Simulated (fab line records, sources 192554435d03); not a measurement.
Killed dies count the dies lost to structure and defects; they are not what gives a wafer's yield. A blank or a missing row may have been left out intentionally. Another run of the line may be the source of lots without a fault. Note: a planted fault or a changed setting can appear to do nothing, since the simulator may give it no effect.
Matching of chambers :: flow n5-finfet :: rie-diel-06 running N5_MOL_CONTACT_COAG_ETCHBACK_136: 4 sister chambers
The step etches SiO2 in CHF3, target depth 25 nm, time 16.7 s. 18 wafers are shown with their chamber, then 9 later ones without.

== WAFERS, EACH WITH ITS CHAMBER ==
wafer: L470.3
chamber: 3
showerhead-plenum-p-Torr (Torr): 2.35
throttle-valve-pct (%): 18.50
drypump-motor-current-A (A): 6.3

wafer: L470.4
chamber: 0
showerhead-plenum-p-Torr (Torr): 2.52
throttle-valve-pct (%): 18.63
drypump-motor-current-A (A): 5.7

wafer: L470.6
chamber: 1
showerhead-plenum-p-Torr (Torr): 2.26
throttle-valve-pct (%): 19.15
drypump-motor-current-A (A): 6.3

wafer: L475.1
chamber: 2
showerhead-plenum-p-Torr (Torr): 2.37
throttle-valve-pct (%): 18.92
drypump-motor-current-A (A): 5.9

wafer: L475.5
chamber: 2
showerhead-plenum-p-Torr (Torr): 2.37
throttle-valve-pct (%): 18.94
drypump-motor-current-A (A): 5.9

wafer: L475.6
chamber: 3
showerhead-plenum-p-Torr (Torr): 2.34
throttle-valve-pct (%): 18.53
drypump-motor-current-A (A): 6.3

wafer: L477.2
chamber: 2
showerhead-plenum-p-Torr (Torr): 2.37
throttle-valve-pct (%): 18.95
drypump-motor-current-A (A): 5.9

wafer: L477.3
chamber: 0
showerhead-plenum-p-Torr (Torr): 2.52
throttle-valve-pct (%): 18.64
drypump-motor-current-A (A): 5.6

wafer: L477.4
chamber: 1
showerhead-plenum-p-Torr (Torr): 2.25
throttle-valve-pct (%): 19.16
drypump-motor-current-A (A): 6.3

wafer: L478.4
chamber: 3
showerhead-plenum-p-Torr (Torr): 2.34
throttle-valve-pct (%): 18.55
drypump-motor-current-A (A): 6.3

wafer: L478.5
chamber: 1
showerhead-plenum-p-Torr (Torr): 2.25
throttle-valve-pct (%): 19.17
drypump-motor-current-A (A): 6.4

wafer: L478.6
chamber: 0
showerhead-plenum-p-Torr (Torr): 2.52
throttle-valve-pct (%): 18.64
drypump-motor-current-A (A): 5.6

wafer: L479.2
chamber: 2
showerhead-plenum-p-Torr (Torr): 2.37
throttle-valve-pct (%): 18.95
drypump-motor-current-A (A): 5.9

wafer: L479.5
chamber: 2
showerhead-plenum-p-Torr (Torr): 2.37
throttle-valve-pct (%): 18.96
drypump-motor-current-A (A): 5.9

wafer: L479.6
chamber: 3
showerhead-plenum-p-Torr (Torr): 2.34
throttle-valve-pct (%): 18.54
drypump-motor-current-A (A): 6.3

wafer: L480.3
chamber: 3
showerhead-plenum-p-Torr (Torr): 2.34
throttle-valve-pct (%): 18.51
drypump-motor-current-A (A): 6.3

wafer: L480.5
chamber: 2
showerhead-plenum-p-Torr (Torr): 2.37
throttle-valve-pct (%): 18.95
drypump-motor-current-A (A): 5.9

wafer: L480.6
chamber: 0
showerhead-plenum-p-Torr (Torr): 2.51
throttle-valve-pct (%): 18.66
drypump-motor-current-A (A): 5.6

SIGNATURES (averages over the wafers above)
reading: showerhead-plenum-p-Torr
chamber 0: 2.5175
chamber 1: 2.2533
chamber 2: 2.3700
chamber 3: 2.3420
scatter within a chamber: 0.00398

reading: throttle-valve-pct
chamber 0: 18.6425
chamber 1: 19.1600
chamber 2: 18.9450
chamber 3: 18.5260
scatter within a chamber: 0.0155

reading: drypump-motor-current-A
chamber 0: 5.625
chamber 1: 6.333
chamber 2: 5.900
chamber 3: 6.300
scatter within a chamber: 0.0318
Rule: a wafer lies at a distance from a chamber equal to the root of the sum of squares, over the readings, of (its reading less the chamber's mean, divided by the reading's scatter). The wafer belongs to the nearest chamber; if the next one is less than 2 further off, it can't be placed. How the scatter is found: for the shown wafers, subtract from each reading the mean of its chamber, square and add these, divide the total by (wafers less chambers), then take the root.

== WAFERS MISSING THEIR CHAMBER ==
wafer: L481.2
showerhead-plenum-p-Torr (Torr): 2.54
throttle-valve-pct (%): 18.77
drypump-motor-current-A (A): 6.3

wafer: L481.3
showerhead-plenum-p-Torr (Torr): 2.37
throttle-valve-pct (%): 18.94
drypump-motor-current-A (A): 5.9

wafer: L481.6
showerhead-plenum-p-Torr (Torr): 2.51
throttle-valve-pct (%): 18.65
drypump-motor-current-A (A): 5.6

wafer: L482.4
showerhead-plenum-p-Torr (Torr): 2.37
throttle-valve-pct (%): 18.95
drypump-motor-current-A (A): 5.9

wafer: L482.5
showerhead-plenum-p-Torr (Torr): 2.37
throttle-valve-pct (%): 18.94
drypump-motor-current-A (A): 5.9

wafer: L482.6
showerhead-plenum-p-Torr (Torr): 2.54
throttle-valve-pct (%): 18.79
drypump-motor-current-A (A): 6.3

wafer: L493.1
showerhead-plenum-p-Torr (Torr): 2.50
throttle-valve-pct (%): 18.69
drypump-motor-current-A (A): 5.6

wafer: L493.2
showerhead-plenum-p-Torr (Torr): 2.36
throttle-valve-pct (%): 18.98
drypump-motor-current-A (A): 5.9

wafer: L493.5
showerhead-plenum-p-Torr (Torr): 2.36
throttle-valve-pct (%): 19.00
drypump-motor-current-A (A): 5.9

== WHICH CHAMBER EACH WENT THROUGH ==
wafer: L481.2
from the rows above: 0
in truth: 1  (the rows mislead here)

wafer: L481.3
from the rows above: 2
in truth: 2

wafer: L481.6
from the rows above: 0
in truth: 0

wafer: L482.4
from the rows above: 2
in truth: 2

wafer: L482.5
from the rows above: 2
in truth: 2

wafer: L482.6
from the rows above: 0
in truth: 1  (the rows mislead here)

wafer: L493.1
from the rows above: 0
in truth: 0

wafer: L493.2
from the rows above: 2
in truth: 2

wafer: L493.5
from the rows above: 2
in truth: 2
Placed correctly: 7 of 9. Left unplaced by these rows: 0. Number placed wrongly: 2.
